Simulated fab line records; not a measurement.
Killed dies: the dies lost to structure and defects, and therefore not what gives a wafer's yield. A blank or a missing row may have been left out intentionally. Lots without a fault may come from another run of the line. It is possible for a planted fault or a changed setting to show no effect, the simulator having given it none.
Chamber matching || flow nand-harc || NHARC_A_M0_STRIP_18 on rie-diel-11: 4 sister chambers
The step strips in N2/H2. 4 wafers are shown with their chamber, then 8 later ones without.

== WAFERS WITH THEIR CHAMBER ==
{"wafer": "L087.6", "chamber": 2, "drypump-motor-current-A (A)": 6.5}
{"wafer": "L094.1", "chamber": 0, "drypump-motor-current-A (A)": 5.5}
{"wafer": "L094.4", "chamber": 3, "drypump-motor-current-A (A)": 6.4}
{"wafer": "L092.1", "chamber": 1, "drypump-motor-current-A (A)": 6.8}

== WAFERS WITH NO CHAMBER GIVEN ==
{"wafer": "L092.2", "drypump-motor-current-A (A)": 5.6}
{"wafer": "L092.3", "drypump-motor-current-A (A)": 6.4}
{"wafer": "L095.2", "drypump-motor-current-A (A)": 5.5}
{"wafer": "L095.3", "drypump-motor-current-A (A)": 6.5}
{"wafer": "L095.6", "drypump-motor-current-A (A)": 6.4}
{"wafer": "L096.1", "drypump-motor-current-A (A)": 5.6}
{"wafer": "L096.2", "drypump-motor-current-A (A)": 6.5}
{"wafer": "L096.6", "drypump-motor-current-A (A)": 5.5}

== CHAMBER TAKEN BY EACH ==
{"wafer": "L092.2", "from the rows above": 0, "in truth": 0}
{"wafer": "L092.3", "from the rows above": 3, "in truth": 3}
{"wafer": "L095.2", "from the rows above": 0, "in truth": 0}
{"wafer": "L095.3", "from the rows above": 2, "in truth": 2}
{"wafer": "L095.6", "from the rows above": 3, "in truth": 3}
{"wafer": "L096.1", "from the rows above": 0, "in truth": 0}
{"wafer": "L096.2", "from the rows above": 2, "in truth": 2}
{"wafer": "L096.6", "from the rows above": 0, "in truth": 0}
8 of 8 placed correctly. Can't be placed from these rows: 0. Wrongly placed: 0.
How it was worked out, from the rows above alone: a wafer's distance from a chamber is the root of the sum, over the readings, of the square of ((its reading less the chamber's mean) divided by the reading's scatter). If the next closest chamber is less than 2 further off than the closest, the wafer can't be placed; otherwise it belongs to the closest. A chamber's mean is the mean of its shown wafers. The scatter (one wafer shown for each chamber): square how far every hidden wafer sits from the nearest shown wafer, average those squares and take the square root.
